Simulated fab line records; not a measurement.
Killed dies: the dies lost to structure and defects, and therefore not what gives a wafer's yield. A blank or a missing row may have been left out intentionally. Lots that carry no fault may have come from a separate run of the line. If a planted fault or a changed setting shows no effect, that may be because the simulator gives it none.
fab line records    flow nand_harc
[record] lots = 6  wafers = 18  last_day = 24
route steps=1159 shown A_BLC@978 END@1159
lots with no fault: from the same line, run without faults
start_h: hours from the record's opening day to when the first of the lot's shown wafers began    wait_h: how many hours have passed since the lot's step before this one    " identical to the entry in the row above    L1.1+2: a row that stands for several wafers    - either no value or no given start    * or withheld: withheld    < > ~ a bound
route shown NAME@n: names a module that has steps shown in the file, with the first one's number in the route    usual: mean/standard deviation of fault-free wafers    same: alike in all rows    chamber/n: place in a boat    sites: readings site by site    _std_site: standard deviation of those values    _edge_site: inner sites' mean taken away from outer sites' mean    radius_mm: how far each site lies from the wafer's centre    mask NAME#n: copy n    behind: the last tool/chamber to shape the wafer    hold: why the lot went on hold/how many hours it stayed there/how the hold came to an end    device: the transistor (n, p or np) that didn't switch    end of line: the tests these same wafers got at the end of their route    a step without rows: its recipe alone    killed: count of dies lost to structure and defects at first sort (not the wafer's yield)    map: the dies of a wafer, with x for killed, . for not killed, _ for no die there
set.NAME: the setting the step ran with; set.NAME@STEP: the setting that earlier step ran with    model.NAME: the simulator's own value behind a step, which no gauge read
lots at some steps of the route; a table a step, a row a wafer
services: a tool's chamber out of use, with start hour (start_h, from the record's first day; less than 0 if before it), hours out, and reason
[[steps]]
[step NHARC_A_BLC_ETCH_16]
[recipe] target_depth_a = 390  over_etch_frac = 0.3  time_s = 65  ion_energy_ev = 80  cf4_flow_sccm = 150  ar_flow_sccm = 0  rf_w = 300  bias_w = 100  chemistry = CF4
[usual] drypump_motor_current_A = 5.8/0.49  oes_product_au = 0.999/0.011  rf_vpp_V = 151.3/1.1  showerhead_plenum_p_Torr = 1.77/0.067  throttle_valve_pct = 13.285/0.009
lot.wafer  tool         chamber  start_h  wait_h  drypump_motor_current_A  oes_product_au  rf_hours_counter_h  rf_vpp_V  showerhead_plenum_p_Torr  throttle_valve_pct
L327.4     rie_diel-04  0        416.47   0.1     5.9                      1.009           13                  150.8     1.70                      13.275
L327.1     "            1        "        "       5.6                      0.993           14                  150.1     1.68                      13.283
L327.2     "            2        "        "       5.4                      1.003           13                  151.2     1.81                      13.297
L335.3     rie_diel-04  3        462.82   0.1     6.7                      1.007           18                  150.8     1.68                      13.279
L335.6     "            1        "        "       5.5                      1.010           -                   150.8     1.68                      13.277
L335.5     "            3        "        "       6.7                      1.003           -                   150.1     1.68                      13.306
L338.3     rie_diel-08  3        468.57   0.1     5.8                      0.990           15                  150.9     1.86                      13.284
L338.2     "            2        "        "       5.0                      0.997           16                  151.9     1.84                      13.280
L338.4     "            3        "        "       5.8                      0.992           -                   153.2     1.86                      13.306
L342.2     rie_diel-08  3        494.87   0.1     5.8                      0.991           0                   153.2     1.86                      13.276
L342.5     "            2        "        "       5.0                      0.998           -                   151.7     1.84                      13.299
L342.6     "            3        "        "       5.8                      0.992           -                   153.2     1.86                      13.288
L337.2     rie_diel-08  0        496.04   0.1     6.1                      1.008           0                   150.9     1.76                      13.288
L337.4     "            1        "        "       6.3                      1.015           0                   151.4     1.77                      13.286
L337.5     "            1        "        "       6.3                      1.006           -                   151.9     1.77                      13.275
L348.3     rie_diel-08  1        529.15   0.1     6.3                      1.004           5                   151.0     1.77                      13.275
L348.6     "            1        "        "       6.2                      1.011           -                   151.5     1.77                      13.287
L348.5     "            2        "        "       5.0                      0.997           -                   152.9     1.84                      13.274
[step NHARC_A_BLC_ETCH_17]
[recipe] target_depth_a = 3900  over_etch_frac = 0.25  time_s = 609.38  ion_energy_ev = 200  n2_flow_sccm = 150  h2_flow_sccm = 150  ar_flow_sccm = 0  rf_w = 400  bias_w = 150  chemistry = N2/H2
[step NHARC_A_BLC_ETCH_18]
[recipe] target_depth_a = 9100  c4f8_flow_sccm = 20  o2_flow_sccm = 10  ar_flow_sccm = withheld  rf_w = 600  bias_w = 1500  chemistry = C4F8/O2/Ar
[step NHARC_A_BLC_CD_MEAS_19]
[usual] cd_nm = 99.5/2.1
lot.wafer  tool       chamber  start_h  wait_h  cd_nm
L327.1     cd_sem-01  -        417.35   -       102.9
L327.2     "          -        "        "       100.1
L327.4     "          -        "        "       97.0
L335.3     cd_sem-03  -        463.86   -       98.1
L335.5     "          -        "        "       98.9
L335.6     "          -        "        "       100.9
L338.2     cd_sem-02  -        469.63   -       99.1
L338.3     "          -        "        "       98.2
L338.4     "          -        "        "       101.6
L342.2     cd_sem-03  -        495.75   -       98.2
L342.5     "          -        "        "       98.5
L342.6     "          -        "        "       96.0
L337.2     cd_sem-01  -        496.92   -       97.0
L337.4     "          -        "        "       100.5
L337.5     "          -        "        "       101.2
L348.3     cd_sem-02  -        530.04   -       101.7
L348.5     "          -        "        "       99.6
L348.6     "          -        "        "       101.6
[step NHARC_A_BLC_STRIP_29]
[recipe] cf4_flow_sccm = 150  ar_flow_sccm = 0  bias_w = 0  chemistry = CF4
[usual] drypump_motor_current_A = 5.8/0.5  oes_product_au = 0.997/0.011  rf_vpp_V = 59.4/0.89  showerhead_plenum_p_Torr = 1.77/0.071  throttle_valve_pct = 13.284/0.0081
lot.wafer  tool         chamber  start_h  wait_h  drypump_motor_current_A  oes_product_au  rf_hours_counter_h  rf_vpp_V  showerhead_plenum_p_Torr  throttle_valve_pct
L327.2     rie_diel-08  3        417.44   0.1     5.8                      0.983           11                  59.9      1.86                      13.280
L327.1     "            1        "        "       6.3                      0.994           10                  59.3      1.77                      13.285
L327.4     "            2        "        "       5.0                      1.004           10                  59.5      1.84                      13.306
L335.3     rie_diel-10  0        463.95   0.1     6.2                      0.990           37                  58.7      1.84                      13.284
L335.6     "            2        "        "       6.4                      0.990           -                   58.4      1.80                      13.274
L335.5     "            3        "        "       5.9                      0.996           -                   61.0      1.90                      13.276
L338.2     rie_diel-08  2        469.72   0.1     5.0                      1.000           17                  60.6      1.84                      13.285
L338.3     "            3        "        "       5.8                      1.004           16                  59.2      1.86                      13.290
L338.4     "            2        "        "       5.0                      0.982           -                   60.0      1.84                      13.286
L342.2     rie_diel-04  2        495.83   0.1     5.4                      1.003           2                   61.7      1.80                      13.295
L342.5     "            1        "        "       5.6                      1.000           -                   58.7      1.68                      13.294
L342.6     "            2        "        "       5.4                      1.013           -                   60.5      1.80                      13.293
L337.4     rie_diel-08  3        497.00   0.1     5.8                      0.983           1                   59.8      1.86                      13.269
L337.2     "            1        "        "       6.2                      0.994           1                   60.2      1.77                      13.262
L337.5     "            2        "        "       5.0                      0.996           -                   59.3      1.84                      13.284
L348.3     rie_diel-04  1        530.15   0.1     5.6                      1.010           6                   58.9      1.68                      13.269
L348.5     "            2        "        "       5.4                      1.015           -                   59.1      1.80                      13.285
L348.6     "            3        "        "       6.6                      1.006           -                   59.4      1.68                      13.276
[step NHARC_A_BLC_STRIP_21]
[recipe] o2_flow_sccm = 500  ar_flow_sccm = 0  bias_w = 0  chemistry = O2
[step NHARC_A_BLC_STRIP_22]
[recipe] time_s = 600  temp_c = 30  chemistry = post_etch_residue_remover
[step NHARC_A_BLC_DEGAS_30]
[recipe] temp_c = 300  time_s = 60
[usual] heater_power_w = 460/50
lot.wafer  tool            chamber  start_h  wait_h  heater_power_w
L327.1     pvd_sputter-02  -        417.97   -       442
L327.4     "               -        "        "       472
L327.2     "               -        "        "       542
L335.3     pvd_sputter-02  -        464.49   -       482
L335.6     "               -        "        "       460
L335.5     "               -        "        "       547
L338.4     pvd_sputter-02  -        470.28   -       504
L338.2     "               -        "        "       548
L338.3     "               -        "        "       437
L342.2     pvd_sputter-02  -        496.54   -       479
L342.5     "               -        "        "       468
L342.6     "               -        "        "       548
L337.2     pvd_sputter-03  -        497.66   -       475
L337.4     "               -        "        "       401
L337.5     "               -        "        "       489
L348.3     pvd_sputter-03  -        530.65   -       399
L348.5     "               -        "        "       394
L348.6     "               -        "        "       396
[step NHARC_A_BLC_PRE_CLEAN_31]
[recipe] time_s = 15  bias_v = 250  gas = Ar
[step NHARC_A_BLC_PVD_32]
[recipe] target_thk_a = 50  chamber_pressure_pa = 5  power_w = 5000  substrate_temp_c = 200  time_s = 17.7  material = Ti
[usual] throttle_valve_pct = 30.1/0.88
lot.wafer  tool            chamber  start_h  wait_h  throttle_valve_pct
L327.2     pvd_sputter-02  -        -        -       29.4
L327.4     "               -        "        "       30.6
L327.1     "               -        "        "       30.4
L335.3     pvd_sputter-02  -        -        -       29.4
L335.6     "               -        "        "       30.4
L335.5     "               -        "        "       30.3
L338.2     pvd_sputter-02  -        -        -       30.5
L338.4     "               -        "        "       29.3
L338.3     "               -        "        "       29.4
L342.2     pvd_sputter-02  -        -        -       29.6
L342.6     "               -        "        "       29.6
L342.5     "               -        "        "       30.3
L337.4     pvd_sputter-03  -        -        -       29.5
L337.2     "               -        "        "       30.2
L337.5     "               -        "        "       29.1
L348.3     pvd_sputter-03  -        -        -       30.1
L348.5     "               -        "        "       30.0
L348.6     "               -        "        "       28.9
[step NHARC_A_BLC_ALD_23]
[recipe] target_thk_a = 30  pulse_time_s = 1  ald_cycles = 150  temp_c = 450  material = TiN
[step NHARC_A_BLC_CVD_24]
[recipe] target_thk_a = 1500  temp_c = 300  pressure_torr = 40  wf6_flow_sccm = 40  h2_flow_sccm = 1600  ar_flow_sccm = 1560  time_s = 434  material = W
[usual] heater_power_w = 453/71  throttle_valve_pct = 8.0/0.35
lot.wafer  tool      chamber  start_h  wait_h  heater_power_w  throttle_valve_pct
L327.1     cvd_w-02  0        -        -       395             8.1
L327.2     "         1        "        "       443             7.5
L327.4     "         1        "        "       435             7.6
L335.3     cvd_w-01  0        -        -       590             8.6
L335.5     "         1        "        "       454             7.8
L335.6     "         0        "        "       581             8.2
L338.2     cvd_w-02  1        -        -       445             8.0
L338.3     "         0        "        "       384             8.4
L338.4     "         1        "        "       448             7.7
L342.2     cvd_w-02  1        -        -       438             7.8
L342.5     "         0        "        "       381             8.4
L342.6     "         1        "        "       447             7.4
L337.2     cvd_w-01  0        -        -       587             8.4
L337.4     "         0        "        "       611             8.6
L337.5     "         0        "        "       585             8.3
L348.3     cvd_w-01  0        -        -       590             8.4
L348.6     "         1        "        "       430             7.7
L348.5     "         0        "        "       604             8.1
[step NHARC_A_BLC_CMP_25]
[recipe] t_overpolish_s = 30  target_thk_nm = 150
[usual] motor_current_A = 12.5/1.2  overpolish_run_s = 30.000/0.0087  time_to_endpoint_s = 30.2/2.8
lot.wafer  tool    chamber  start_h  wait_h  motor_current_A  overpolish_run_s  time_to_endpoint_s
L327.2     cmp-02  2        422.51   0.4     11.5             29.992            29.0
L327.4     "       3        "        "       12.6             29.997            31.8
L327.1     "       1        "        "       10.9             30.001            28.3
L335.3     cmp-04  3        465.59   0.3     13.9             29.987            33.9
L335.5     "       2        "        "       11.8             30.014            30.8
L335.6     "       3        "        "       14.5             30.018            36.0
L338.4     cmp-04  3        471.27   0.2     13.6             30.003            32.3
L338.3     "       0        "        "       11.3             30.000            17.7
L338.2     "       2        "        "       12.3             29.996            17.9
L342.2     cmp-01  0        499.42   0.5     14.0             30.013            27.3
L342.5     "       1        "        "       12.2             29.990            29.4
L342.6     "       2        "        "       11.9             29.994            30.7
L337.2     cmp-04  1        503.97   0.4     14.3             30.018            18.5
L337.4     "       0        "        "       11.3             30.001            32.3
L337.5     "       1        "        "       13.9             29.984            31.5
L348.3     cmp-01  3        534.20   0.2     11.7             29.985            31.9
L348.6     "       3        "        "       11.3             30.004            30.3
L348.5     "       0        "        "       13.8             29.995            25.8
[step NHARC_END_SORT_01]
[recipe] temp_c = 25
[usual] killed_at_array = 28/10  killed_at_other = 0.5/0.82  killed_at_periphery = 3.4/2.2  killed_dies = 31/10  killed_open = 3.4/1.9  killed_short = 1.9/1.3
[same] gross_dies = 677
lot.wafer  tool       chamber  start_h  wait_h  killed_at_array  killed_at_other  killed_at_periphery  killed_dies  killed_open  killed_short
L342.2     prober-02  0        548.23   2.8     28               0                5                    33           1            5
L342.5     prober-02  0        550.61   3.7     20               0                2                    22           1            2
L342.6     prober-02  0        551.40   4.0     30               2                0                    32           2            1
// killed by level:class
L342.2 A_SLIT:chamber_film_flake=11 A_CHANNEL_HOLE_D1:chamber_film_flake=4 A_BLC:chamber_film_flake=4 A_CONTACT:chamber_film_flake=3 A_ONON_D1:geometric_particle:short=2 A_WL_FILL:geometric_particle:short=2 P_STI:chamber_film_flake=2 P_M0:geometric_particle:open=1
L342.5 A_SLIT:chamber_film_flake=9 A_CONTACT:chamber_film_flake=3 A_WL_FILL:geometric_particle:short=2 A_CHANNEL_HOLE_D1:chamber_film_flake=2 A_BLC:chamber_film_flake=2 A_WL_FILL:geometric_particle:open=1 P_ZERO_WELL:chamber_film_flake=1 P_M0:chamber_film_flake=1
L342.6 A_SLIT:chamber_film_flake=15 A_CONTACT:chamber_film_flake=7 A_CHANNEL_HOLE_D1:chamber_film_flake=4 A_CHANNEL_FILL_D1:geometric_particle:open=1 A_WL_FILL:geometric_particle:open=1 STARTING-WAFER:geometric_particle:short=1 A_STAIRCASE:chamber_film_flake=1 A_BLC:chamber_film_flake=1
[[services]]
tool            chamber  start_h  hours  kind
cvd_w-01        0        398.64   3.3    repair
cmp-04          -        401.67   4.0    pm
cmp-02          -        408.17   0.8    repair
rie_diel-04     1        423.46   4.2    repair
cmp-04          -        423.99   1.9    repair
rie_diel-04     3        428.64   5.6    repair
cmp-02          -        428.73   4.0    pm
rie_diel-10     0        438.69   3.4    repair
cmp-01          -        451.49   0.6    repair
pvd_sputter-03  -        458.02   10.0   pm
rie_diel-08     3        458.38   6.1    repair
rie_diel-04     2        461.82   12.0   repair
rie_diel-08     1        462.88   10.4   repair
rie_diel-04     -        465.93   9.0    pm
pvd_sputter-02  -        467.32   1.1    repair
rie_diel-10     2        475.35   13.3   repair
cmp-01          -        477.44   4.0    pm
cvd_w-01        -        478.24   13.0   pm
rie_diel-08     -        479.85   9.0    pm
rie_diel-10     0        483.06   3.2    repair
cmp-04          -        483.79   5.0    repair
cmp-04          -        499.67   4.0    pm
cmp-01          -        515.31   1.9    repair
cmp-04          -        523.62   0.4    repair
[[key]]
[first_sign] step = NHARC_A_BLC_CMP_25  reading = time_to_endpoint_s  direction = down  sigmas = 4.3  usual = *  struck = *
effect none on later readings
met_at NHARC_A_BLC_CMP_25
struck_wafers L337.2,L338.2,L338.3
tester_left_out L337,L338
onset_between 465.59 471.27
[fault] kind = process_parameter_drift  tool = cmp-04  chamber = -  onset_h = 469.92  steps = NHARC_A_BLC_CMP_25  channel = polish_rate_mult  offset = 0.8  shape = step  end_h = 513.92  scope = struck_wafers_only
// tester_left_out: of these lots the tester's yield and bins aren't shown, on N5 and GAA mostly nor the transistor test; their killed dies are dies lost to structure and defects alone, not to doping, threshold or leakage, so they don't give the yield
